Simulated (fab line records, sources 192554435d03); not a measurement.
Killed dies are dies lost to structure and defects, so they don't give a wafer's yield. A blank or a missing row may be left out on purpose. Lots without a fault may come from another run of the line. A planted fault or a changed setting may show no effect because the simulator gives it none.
Which tool did it? | flow n5_finfet | 24 lots, 72 wafers sampled, at 5 steps of a route of 1938

WHAT THE GAUGES READ, wafer by wafer
N5_BEOL_M10_INSPECT_30: inspects for defects (brightfield).
lot  | measured     | on                | raw_defect_count
L074 | day 10 21:37 | defect_inspect-02 | 468 593 512
L075 | day 10 21:47 | defect_inspect-01 | 516 531 580
L076 | day 11 12:31 | defect_inspect-01 | 334 444 391
L077 | day 11 13:38 | defect_inspect-02 | 550 708 560
L078 | day 11 19:04 | defect_inspect-01 | 383 402 501
L079 | day 11 19:19 | defect_inspect-02 | 311 291 376
L080 | day 11 20:31 | defect_inspect-02 | 358 442 530
L081 | day 12 17:39 | defect_inspect-02 | 312 405 519
L082 | day 12 20:14 | defect_inspect-01 | 514 552 660
L083 | day 13 04:27 | defect_inspect-02 | 511 429 446
L084 | day 13 01:04 | defect_inspect-01 | 387 359 362
L085 | day 13 23:30 | defect_inspect-01 | 323 304 427
L087 | day 14 02:24 | defect_inspect-02 | 664 559 578
L088 | day 14 02:37 | defect_inspect-01 | 473 350 452
L086 | day 14 03:20 | defect_inspect-02 | 504 448 477
L089 | day 14 04:35 | defect_inspect-02 | 435 349 609
L091 | day 14 12:14 | defect_inspect-02 | 446 413 386
L090 | day 14 18:34 | defect_inspect-02 | 495 677 556
L092 | day 15 05:43 | defect_inspect-02 | 339 330 453
L093 | day 15 05:52 | defect_inspect-02 | 411 355 409
L094 | day 15 17:33 | defect_inspect-01 | 561 484 409
L095 | day 16 01:45 | defect_inspect-01 | 457 463 436
L097 | day 16 19:17 | defect_inspect-02 | 783 841 636
L096 | day 16 23:23 | defect_inspect-01 | 239 230 302

N5_BEOL_M11_OVL_MEAS_29.
lot  | measured     | on         | V10_OVL (nm)
L074 | day 11 05:46 | overlay-01 | 0.4 -0.9 -0.7
L075 | day 11 09:51 | overlay-01 | -0.8 -0.3 -0.2
L076 | day 11 19:21 | overlay-02 | -0.5 0.1 -0.4
L077 | day 11 20:16 | overlay-01 | 0.5 -0.6 -0.2
L078 | day 12 07:39 | overlay-01 | -0.3 1.1 1.1
L079 | day 12 07:37 | overlay-01 | -0.1 -0.1 -0.7
L080 | day 12 07:42 | overlay-01 | -0.5 -0.5 1.0
L081 | day 13 00:14 | overlay-01 | -0.8 -1.9 -1.2
L082 | day 13 04:17 | overlay-01 | -0.8 -0.6 -0.5
L083 | day 13 12:52 | overlay-02 | 0.8 1.2 0.4
L084 | day 13 13:02 | overlay-02 | 0.1 -0.8 0.8
L085 | day 14 07:06 | overlay-02 | -0.4 -0.9 -1.4
L087 | day 14 12:07 | overlay-01 | -1.2 -1.3 -1.6
L088 | day 14 12:19 | overlay-02 | -0.5 0.5 -1.0
L086 | day 14 12:29 | overlay-02 | -0.1 0.8 -0.2
L089 | day 14 13:36 | overlay-02 | 0.0 0.5 -0.3
L091 | day 14 22:58 | overlay-02 | -0.9 -0.1 -0.9
L090 | day 15 02:56 | overlay-01 | -1.2 -0.6 -1.0
L092 | day 15 11:32 | overlay-02 | -0.2 -0.1 0.3
L093 | day 15 17:24 | overlay-01 | -0.1 0.1 -0.7
L094 | day 16 00:47 | overlay-01 | -1.4 -0.2 -0.4
L095 | day 16 10:56 | overlay-02 | -0.3 0.3 0.1
L097 | day 17 05:20 | overlay-01 | -0.1 -0.8 0.0
L096 | day 17 08:28 | overlay-01 | -1.3 1.0 -0.4

WHICH TOOL RAN EACH LOT (tool, then ch and the chambers of the sampled wafers, then the start)
lot  | N5_BEOL_M10_ETCH_62                | N5_BEOL_M10_DEGAS_44         | N5_BEOL_M10_ANNEAL_51
L074 | rie_diel-05 ch 0,2, day 10 18:01   | pvd_sputter-01, day 10 23:00 | rtp_anneal-01 ch 0, day 10 23:58
L075 | rie_diel-03 ch 0,2,3, day 10 18:04 | pvd_sputter-01, day 10 23:32 | rtp_anneal-01 ch 0, day 11 04:17
L076 | rie_diel-03 ch 0,2,3, day 11 11:28 | pvd_sputter-03, day 11 14:26 | rtp_anneal-01 ch 0, day 11 15:20
L077 | rie_diel-01 ch 0,1,3, day 11 11:56 | pvd_sputter-02, day 11 14:43 | rtp_anneal-02 ch 0, day 11 15:39
L078 | rie_diel-03 ch 1,2,3, day 11 18:13 | pvd_sputter-02, day 11 20:31 | rtp_anneal-02 ch 0, day 11 21:32
L079 | rie_diel-03 ch 0,2, day 11 18:28   | pvd_sputter-02, day 11 20:35 | rtp_anneal-02 ch 0, day 11 21:52
L080 | rie_diel-01 ch 1,3, day 11 18:49   | pvd_sputter-02, day 11 21:35 | rtp_anneal-02 ch 0, day 12 01:23
L081 | rie_diel-01 ch 1,3, day 12 15:52   | pvd_sputter-01, day 12 18:43 | rtp_anneal-02 ch 0, day 12 20:11
L082 | rie_diel-01 ch 0,1, day 12 19:02   | pvd_sputter-01, day 12 21:29 | rtp_anneal-02 ch 0, day 12 22:20
L083 | rie_diel-01 ch 0,2,3, day 12 23:53 | pvd_sputter-01, day 13 06:02 | rtp_anneal-01 ch 0, day 13 07:28
L084 | rie_diel-01 ch 0,1,2, day 13 00:14 | pvd_sputter-01, day 13 04:41 | rtp_anneal-02 ch 0, day 13 06:11
L085 | rie_diel-01 ch 0,1,2, day 13 21:04 | pvd_sputter-02, day 14 02:07 | rtp_anneal-01 ch 0, day 14 03:54
L087 | rie_diel-01 ch 1,2, day 13 23:47   | pvd_sputter-03, day 14 04:18 | rtp_anneal-01 ch 0, day 14 05:31
L088 | rie_diel-05 ch 0,1,2, day 13 23:49 | pvd_sputter-02, day 14 04:19 | rtp_anneal-01 ch 0, day 14 05:47
L086 | rie_diel-05 ch 0,2,3, day 14 02:11 | pvd_sputter-02, day 14 04:28 | rtp_anneal-02 ch 0, day 14 06:23
L089 | rie_diel-03 ch 0,2,3, day 14 03:17 | pvd_sputter-01, day 14 05:45 | rtp_anneal-01 ch 0, day 14 07:57
L091 | rie_diel-05 ch 0,2,3, day 14 08:18 | pvd_sputter-02, day 14 13:16 | rtp_anneal-02 ch 0, day 14 14:59
L090 | rie_diel-03 ch 0,1,3, day 14 16:21 | pvd_sputter-01, day 14 19:43 | rtp_anneal-02 ch 0, day 14 20:58
L092 | rie_diel-03 ch 2,3, day 15 04:13   | pvd_sputter-02, day 15 06:59 | rtp_anneal-01 ch 0, day 15 08:01
L093 | rie_diel-03 ch 1,2,3, day 15 04:32 | pvd_sputter-03, day 15 07:37 | rtp_anneal-02 ch 0, day 15 09:40
L094 | rie_diel-01 ch 0,1, day 15 12:20   | pvd_sputter-02, day 15 18:54 | rtp_anneal-01 ch 0, day 15 20:44
L095 | rie_diel-03 ch 1,2, day 16 00:32   | pvd_sputter-01, day 16 04:53 | rtp_anneal-01 ch 0, day 16 05:55
L097 | rie_diel-05 ch 2,3, day 16 17:29   | pvd_sputter-03, day 16 20:31 | rtp_anneal-02 ch 0, day 16 22:05
L096 | rie_diel-05 ch 1,2,3, day 16 20:50 | pvd_sputter-02, day 17 00:45 | rtp_anneal-02 ch 0, day 17 01:37
- N5_BEOL_M10_ETCH_62: etches SOC in N2/H2, target depth 110 nm, overetch 22 nm, time 165 s.
- N5_BEOL_M10_DEGAS_44: time 60 s.
- N5_BEOL_M10_ANNEAL_51: time 90 s.

WHAT THE TOOLS THEMSELVES READ (means of the sampled wafers that have a number; where no wafer has one, the mark that the record gives instead)
N5_BEOL_M10_ETCH_62.
lot  | tool        | drypump_motor_current_A (A) | h2_flow_sccm (sccm) | oes_product_au (a.u.) | rf_vpp_V (V) | showerhead_plenum_p_Torr (Torr) | throttle_valve_pct (%)
L074 | rie_diel-05 | 5.9                         | 200.1               | 0.71                  | 523.2        | 2.51                            | 18.15
L075 | rie_diel-03 | 5.6                         | 200.0               | 0.63                  | 523.6        | 2.54                            | 17.95
L076 | rie_diel-03 | 5.6                         | 199.5               | 0.63                  | 523.9        | 2.54                            | 17.95
L077 | rie_diel-01 | 5.7                         | 199.7               | 0.68                  | 526.7        | 2.62                            | 17.69
L078 | rie_diel-03 | 5.6                         | 200.7               | 0.62                  | 521.8        | 2.45                            | 17.85
L079 | rie_diel-03 | 5.6                         | 200.3               | 0.59                  | 523.4        | 2.54                            | 18.14
L080 | rie_diel-01 | 5.6                         | 199.1               | 0.69                  | 527.0        | 2.67                            | 17.63
L081 | rie_diel-01 | 5.4                         | 200.8               | 0.71                  | 527.3        | 2.67                            | 17.61
L082 | rie_diel-01 | 6.1                         | 199.7               | 0.64                  | 524.5        | 2.56                            | 17.80
L083 | rie_diel-01 | 5.8                         | 200.5               | 0.71                  | 525.6        | 2.59                            | 17.73
L084 | rie_diel-01 | 6.1                         | 200.4               | 0.67                  | 525.1        | 2.58                            | 17.76
L085 | rie_diel-01 | 6.1                         | 199.6               | 0.66                  | 525.3        | 2.57                            | 17.78
L087 | rie_diel-01 | 6.1                         | 199.7               | 0.69                  | 525.6        | 2.59                            | 17.74
L088 | rie_diel-05 | 5.8                         | 200.1               | 0.67                  | 523.3        | 2.51                            | 17.87
L086 | rie_diel-05 | 5.7                         | 199.6               | 0.67                  | 522.2        | 2.48                            | 18.09
L089 | rie_diel-03 | 5.6                         | 200.2               | 0.61                  | 523.2        | 2.53                            | 18.00
L091 | rie_diel-05 | 5.7                         | 199.9               | 0.67                  | 522.3        | 2.48                            | 18.10
L090 | rie_diel-03 | 5.6                         | 199.6               | 0.67                  | 525.4        | 2.61                            | 17.88
L092 | rie_diel-03 | 5.7                         | 199.9               | 0.62                  | 521.6        | 2.46                            | 17.92
L093 | rie_diel-03 | 5.6                         | 200.5               | 0.67                  | 524.6        | 2.55                            | 17.79
L094 | rie_diel-01 | 6.0                         | 200.3               | 0.63                  | 525.3        | 2.59                            | 17.78
L095 | rie_diel-03 | 5.6                         | 199.9               | 0.65                  | 522.6        | 2.50                            | 17.89
L097 | rie_diel-05 | 5.5                         | 200.0               | 0.69                  | 521.9        | 2.46                            | 18.19
L096 | rie_diel-05 | 5.7                         | 200.1               | 0.68                  | 522.5        | 2.49                            | 17.97

N5_BEOL_M10_DEGAS_44.
lot  | tool           | heater_power_w (W)
L074 | pvd_sputter-01 | 326
L075 | pvd_sputter-01 | 330
L076 | pvd_sputter-03 | 331
L077 | pvd_sputter-02 | 323
L078 | pvd_sputter-02 | 328
L079 | pvd_sputter-02 | 321
L080 | pvd_sputter-02 | 335
L081 | pvd_sputter-01 | 340
L082 | pvd_sputter-01 | 359
L083 | pvd_sputter-01 | 322
L084 | pvd_sputter-01 | 328
L085 | pvd_sputter-02 | 320
L087 | pvd_sputter-03 | 347
L088 | pvd_sputter-02 | 354
L086 | pvd_sputter-02 | 325
L089 | pvd_sputter-01 | 346
L091 | pvd_sputter-02 | 345
L090 | pvd_sputter-01 | 339
L092 | pvd_sputter-02 | 339
L093 | pvd_sputter-03 | 342
L094 | pvd_sputter-02 | 331
L095 | pvd_sputter-01 | 332
L097 | pvd_sputter-03 | 334
L096 | pvd_sputter-02 | 329

N5_BEOL_M10_ANNEAL_51.
lot  | tool          | wafer_temp_C_max
L074 | rtp_anneal-01 | 225.96
L075 | rtp_anneal-01 | 225.88
L076 | rtp_anneal-01 | 226.16
L077 | rtp_anneal-02 | 225.75
L078 | rtp_anneal-02 | 225.79
L079 | rtp_anneal-02 | 225.50
L080 | rtp_anneal-02 | 225.94
L081 | rtp_anneal-02 | 225.69
L082 | rtp_anneal-02 | 225.77
L083 | rtp_anneal-01 | 225.80
L084 | rtp_anneal-02 | 225.88
L085 | rtp_anneal-01 | 226.03
L087 | rtp_anneal-01 | 225.99
L088 | rtp_anneal-01 | 225.75
L086 | rtp_anneal-02 | 226.09
L089 | rtp_anneal-01 | 226.11
L091 | rtp_anneal-02 | 225.78
L090 | rtp_anneal-02 | 225.72
L092 | rtp_anneal-01 | 226.27
L093 | rtp_anneal-02 | 225.77
L094 | rtp_anneal-01 | 225.82
L095 | rtp_anneal-01 | 225.87
L097 | rtp_anneal-02 | 225.68
L096 | rtp_anneal-02 | 225.84

THE ANSWER, worked out from the rows above alone
Rule: what is usual is taken from the lots themselves. Put in order of their means at a reading, lots are off if they are a third of the lots or fewer, leave a main group of 4 or more, and stand apart from it by a gap of 3 or more times the standard deviation of the main group's means; of several such gaps the widest counts. A main group whose means are all the same, to the digits that the tables above print for the reading, isn't used. A lot without any number at a reading at which 4 lots or more have one is off too. The other lots that the step has rows for count as sound. The gauges are gone through in route order, then the tools' own readings, and for those a lot's mean is taken as printed above. The first step at which some lot is off is used, and at that step the reading that is off furthest; a lot without a number counts as furthest.
No lot is off at any reading shown: from this, nothing can be told.

WHAT THE SIMULATOR HAD PUT IN
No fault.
